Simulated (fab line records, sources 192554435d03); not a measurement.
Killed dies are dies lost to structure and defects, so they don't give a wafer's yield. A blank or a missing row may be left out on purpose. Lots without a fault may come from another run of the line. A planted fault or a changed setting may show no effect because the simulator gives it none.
Split-lot experiment | flow n5_finfet | 6 lots, 16 wafers read, on a route of 1938 steps

THE SPLIT
At N5_BEOL_M1_SPUTTER_81 (material Cu, target thk 4.5 nm, time 8.29 s), the setting time_s was moved away from the recipe's 8.29 s on 5 of the 16 wafers read, by -5.4% to +13.7%. The other wafers ran this setting at the recipe's value.

The reading is taken at the split's own step.

THE READING
Cu_of_BEOL_M1_SPUTTER_81.thk_nm (the simulator's own value, which no gauge read), in nm, at N5_BEOL_M1_SPUTTER_81 (material Cu, target thk 4.5 nm, time 8.29 s). The file gives no usual value for it. The 11 wafers here that ran the recipe average 4.6 nm, standard deviation 0.057 nm.

wafer  | tool, chamber at the split | time_s as run, s | against the recipe | Cu_of_BEOL_M1_SPUTTER_81.thk_nm, nm | against lot-mates on the recipe
L077.4 | pvd_sputter-01, -          | 8.29             | recipe             | 4.6                                 | -
L077.6 | pvd_sputter-01, -          | 8.29             | recipe             | 4.6                                 | -
L077.5 | pvd_sputter-01, -          | 9.426            | +13.7%             | 5                                   | +0.4
L078.1 | pvd_sputter-03, -          | 8.29             | recipe             | 4.6                                 | -
L078.4 | pvd_sputter-03, -          | 8.29             | recipe             | 4.6                                 | -
L078.5 | pvd_sputter-03, -          | 8.29             | recipe             | 4.6                                 | -
L084.2 | pvd_sputter-03, -          | 8.29             | recipe             | 4.6                                 | -
L084.4 | pvd_sputter-03, -          | 8.29             | recipe             | 4.6                                 | -
L084.6 | pvd_sputter-03, -          | 8.29             | recipe             | 4.6                                 | -
L087.2 | pvd_sputter-03, -          | 8.724            | +5.2%              | 4.8                                 | +0.2
L087.3 | pvd_sputter-03, -          | 8.29             | recipe             | 4.6                                 | -
L088.1 | pvd_sputter-02, -          | 8.29             | recipe             | 4.4                                 | -
L088.2 | pvd_sputter-02, -          | 7.839            | -5.4%              | 4                                   | -0.4
L094.2 | pvd_sputter-03, -          | 8.862            | +6.9%              | 5                                   | +0.4
L094.3 | pvd_sputter-03, -          | 8.862            | +6.9%              | 5.2                                 | +0.6
L094.5 | pvd_sputter-03, -          | 8.29             | recipe             | 4.6                                 | -

THE FIT
A straight line over all 16 wafers: Cu_of_BEOL_M1_SPUTTER_81.thk_nm changes by +0.0522 nm for each +1% of time_s; r = +0.86; the points scatter about the line by 0.14 nm.
The same after taking each lot's own level away (the mean of its wafers on the recipe; 16 wafers): +0.0462 nm for each +1%; r = +0.89; scatter 0.11 nm.
On that fit, the largest move of time_s shifts the reading by 0.63 nm.
The lots' own levels span 4.40 to 4.60 nm, that is 3.5 times the standard deviation above.
So the lot-to-lot level changes the slope: the two fits differ.
Check: with one of the wafers moved furthest among these (+13.7%) left out of the fit, the line predicts +0.913 nm for it against its lot-mates. It came out at +0.4 nm against them.

OTHER SPLITS ON THESE WAFERS
These wafers also went through other splits before the reading. Each is held against what the fit with the lots' levels taken away leaves over:
other split on the same wafers        | wafers away from the commonest value | r with Cu_of_BEOL_M1_SPUTTER_81.thk_nm (lot level and that fit taken away)
N5_GATE_CUT_DESCUM_18 time_s          | 6                                    | +0.38
N5_MOL_CONTACT_COAG_ALD_27 ald_cycles | 4                                    | -0.09
N5_MOL_CONTACT_COAG_COAT_76 spin_rpm  | 5                                    | +0.06
N5_BEOL_M0_SAQP_EXPOSE_37 dose_mj     | 4                                    | -0.01
N5_BEOL_M0_SAQP_DESCUM_45 time_s      | 5                                    | -0.28

THE FILE'S OWN FIT
Cu_of_BEOL_M1_SPUTTER_81.thk_nm changes by +0.0408 nm for each +1% of time_s, r = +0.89.
